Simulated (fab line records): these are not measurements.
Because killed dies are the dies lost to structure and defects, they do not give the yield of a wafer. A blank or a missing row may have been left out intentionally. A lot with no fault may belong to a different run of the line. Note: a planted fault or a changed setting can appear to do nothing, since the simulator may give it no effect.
Comparing a struck lot with a sound one	flow n5 finfet	38 out of 1938 route steps
Sound: the wafers L227.1, L227.2, L227.6. The struck wafers were L236.1, L236.2, L236.5. The cause is named last.
At each step with rows: each side's tool, then ch and its chambers, then its first start. Under that, the readings that differ: sound wafers	struck wafers	difference of the means	sigmas: that difference in standard deviations of wafers without a fault.
alike: words and numbers the same on both sides, and readings whose means are apart by under 2 such deviations; not compared: readings that were withheld, readings missing a value for some wafer, numbers with overlapping values and no deviation given by the record, and bounds like >300 which may hide the same value.
Wherever a step has rows on one side only, a row that says differs or no value, or a row with sigmas, the two part there. When numbers do not overlap yet have no deviation, they are printed without sigmas and do not part them. A reading missing from all wafers of one side parts the sides only when that side holds two or more wafers.

first, 9 steps without rows for these wafers: N5_DUMMY_REMOVAL_HM_STRIP_01 (strips SiNx in CH3F/O2, stops on poly-Si, target depth 4 nm, time 6.8 s); N5_DUMMY_REMOVAL_STRIP_10 (strips in N2/H2, time 40 s); N5_DUMMY_REMOVAL_PRECLEAN_07 (cleans in dHF, time 30 s); N5_DUMMY_REMOVAL_DUMMY_REMOVE_02 (chemistry TMAH, target poly-Si, stops on SiO2, target depth 142 nm, time 57 s, rinse time 30 s); N5_DUMMY_REMOVAL_PRECLEAN_08 (cleans in NF3:NH3, afs cycles 2, time 20 s, sublimation time 60 s); N5_DUMMY_REMOVAL_PRECLEAN_04 (cleans in DHF, time 37 s); N5_DUMMY_REMOVAL_SRD_05 (time 30 s); N5_HKMG_FIN_IL_REGROW_00 (material SiO2, chemistry O3, target thk 0.75 nm, time 30 s); N5_HKMG_FIN_HK_ALD_01 (deposits HfO2, target thk 1.6 nm, pulse time 3 s, purge time 3 s).
N5_HKMG_FIN_HK_ANNEAL_02: time 30 s.
  sound on rtp anneal-02 ch 0, day 4 04:38; struck on rtp anneal-02 ch 0, day 6 10:27
reading	sound	struck	difference	sigmas
lamp power pct (%)	8.86 8.82 8.83	9.70 9.65 9.73	+0.86	+17
lamp_zone_1_pct (%)	8.772 8.802 8.810	9.685 9.686 9.674	+0.887	+74
lamp_zone_2_pct (%)	8.789 8.808 8.788	9.677 9.676 9.666	+0.878	+73
lamp_zone_3_pct (%)	8.791 8.795 8.818	9.696 9.677 9.676	+0.882	+68
lamp_zone_4_pct (%)	8.802 8.799 8.789	9.692 9.681 9.685	+0.889	+74
lamp_zone_5_pct (%)	8.807 8.793 8.796	9.677 9.687 9.685	+0.884	+80
lamp_zone_6_pct (%)	8.743 8.717 8.723	9.603 9.595 9.605	+0.873	+79
lamp_zone_7_pct (%)	9.198 9.182 9.198	10.112 10.094 10.114	+0.914	+83
  alike: wafer_temp_C_max
then, 26 steps without rows for these wafers: N5_HKMG_FIN_ALD_74 (deposits La2O3, target thk 0.5 nm, pulse time 6 s, co reactant pulse time 1 s); N5_HKMG_FIN_ALD_75 (deposits Al2O3, target thk 1 nm, co reactant pulse time 1 s); N5_HKMG_FIN_COAT_41 (time 60 s, resist thk 300 nm); N5_HKMG_FIN_COAT_42 (time 60 s, resist thk 35 nm); N5_HKMG_FIN_COAT_43 (resist thk 90 nm); N5_HKMG_FIN_EBR_45; N5_HKMG_FIN_SOFTBAKE_44 (time 60 s); N5_HKMG_FIN_EXPOSE_46 (exposes mask NDIPOLE); N5_HKMG_FIN_PEB_47 (peb time 60 s); N5_HKMG_FIN_DEVELOP_48 (develop time 30 s); N5_HKMG_FIN_DESCUM_53 (chemistry O2, time 7.9 s); N5_HKMG_FIN_ETCH_54 (etches SiARC in CF4, target depth 45.5 nm, time 75.8 s); N5_HKMG_FIN_ETCH_55 (etches SOC in N2/H2, target depth 240 nm, time 300 s); N5_HKMG_FIN_STRIP_56 (strips in N2/H2); N5_HKMG_FIN_STRIP_57 (strips in CF4); N5_HKMG_FIN_ETCH_58 (etches SOC in N2/H2, target depth 215.8 nm, time 741 s); N5_HKMG_FIN_STRIP_93 (strips SOC in N2/H2, time 20 s); N5_HKMG_FIN_WET_ETCH_76 (etches Al2O3 in dNH4OH, stops on La2O3, target depth 2.25 nm, rinse time 30 s); N5_HKMG_FIN_STRIP_60 (strips in N2/H2, time 360 s); N5_HKMG_FIN_WET_ETCH_77 (etches La2O3 in dHCl, stops on HfO2, target depth 2 nm); N5_HKMG_FIN_WET_ETCH_78 (etches Al2O3 in dNH4OH, stops on La2O3, target depth 4.5 nm, rinse time 30 s); N5_HKMG_FIN_ALD_79 (deposits TiN, target thk 1.5 nm, pulse time 1 s, purge time 3 s); N5_HKMG_FIN_CVD_62 (deposits a-Si from Si2H6, target thk 3 nm, time 20.8 s); N5_HKMG_FIN_RTA_80 (time 2 s); N5_HKMG_FIN_PRECLEAN_64 (cleans in dHF, time 30 s); N5_HKMG_FIN_WET_ETCH_65 (etches a-Si in TMAH, stops on TiN, time 49 s, target depth 3 nm).
-- record jumps: 4 days separate the struck wafers' starts on either side; left off in module HKMG_FIN, taken up again in module BEOL_M4, whose first shown step is the route's number 1111 --
N5_BEOL_M4_RC_MEAS_101:
  sound on prober-02 ch 0, day 8 02:00; struck on prober-01 ch 0, day 10 09:22
reading	sound	struck	difference	sigmas
RS_SD_N (ohm/sq)	28.5 28.6 28.8	29.9 30.0 29.8	+1.3	+3
  alike: DIBL_N, DIBL_P, IOFF_N, IOFF_P, ION_N, ION_P, SS_N, SS_P, VT_N, VT_P
next, for these wafers, 1 step has no rows: N5_PASSIVATION_PROBE_49.

WHERE THEY PART
First at N5_HKMG_FIN_HK_ANNEAL_02; last, within this record, at N5_BEOL_M4_RC_MEAS_101.

WHY: whatever the simulator had introduced
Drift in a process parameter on rtp anneal-02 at N5_HKMG_FIN_HK_ANNEAL_02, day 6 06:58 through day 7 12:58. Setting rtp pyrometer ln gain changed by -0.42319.
